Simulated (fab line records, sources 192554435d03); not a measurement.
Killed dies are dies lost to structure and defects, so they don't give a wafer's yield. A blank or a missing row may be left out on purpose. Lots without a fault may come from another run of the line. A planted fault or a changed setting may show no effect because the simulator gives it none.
Chamber matching | flow n5_finfet | N5_BEOL_M6_PECVD_70 on pecvd-04: 3 sister chambers
The step deposits SiO2 from TEOS/O2, target thk 20 nm, time 22.7 s. 6 wafers are shown with their chamber, then 7 later ones without.

WAFERS WITH THEIR CHAMBER
wafer  | chamber | showerhead_plenum_p_Torr (Torr) | throttle_valve_pct (%)
L087.1 | 0       | 8.86                            | 20.8
L085.2 | 2       | 8.78                            | 20.4
L085.4 | 0       | 8.87                            | 20.6
L085.6 | 2       | 8.75                            | 20.6
L088.1 | 1       | 8.69                            | 21.8
L088.4 | 1       | 8.71                            | 21.9

WAFERS WITHOUT THEIR CHAMBER
wafer  | showerhead_plenum_p_Torr (Torr) | throttle_valve_pct (%)
L088.6 | 8.76                            | 20.5
L090.3 | 8.71                            | 21.7
L090.4 | 8.69                            | 21.7
L090.5 | 8.86                            | 20.9
L091.2 | 8.71                            | 21.7
L091.4 | 8.75                            | 20.7
L091.6 | 8.88                            | 20.7

WHICH CHAMBER EACH WENT THROUGH
wafer  | from the rows above | in truth
L088.6 | 2                   | 2
L090.3 | 1                   | 1
L090.4 | 1                   | 1
L090.5 | 0                   | 0
L091.2 | 1                   | 1
L091.4 | 2                   | 2
L091.6 | 0                   | 0
Placed correctly: 7 of 7. Can't be placed from these rows: 0. Placed wrongly: 0.
How it was worked out, from the rows above alone: a wafer's distance from a chamber is the root of the sum, over the readings, of the square of ((its reading less the chamber's mean) divided by the reading's scatter). The wafer belongs to the nearest chamber; if the next one is less than 2 further off, it can't be placed. A chamber's mean is the mean of its shown wafers. The scatter: the root of (the sum of the squares of (reading less its chamber's mean) over the shown wafers, divided by (wafers less chambers)).
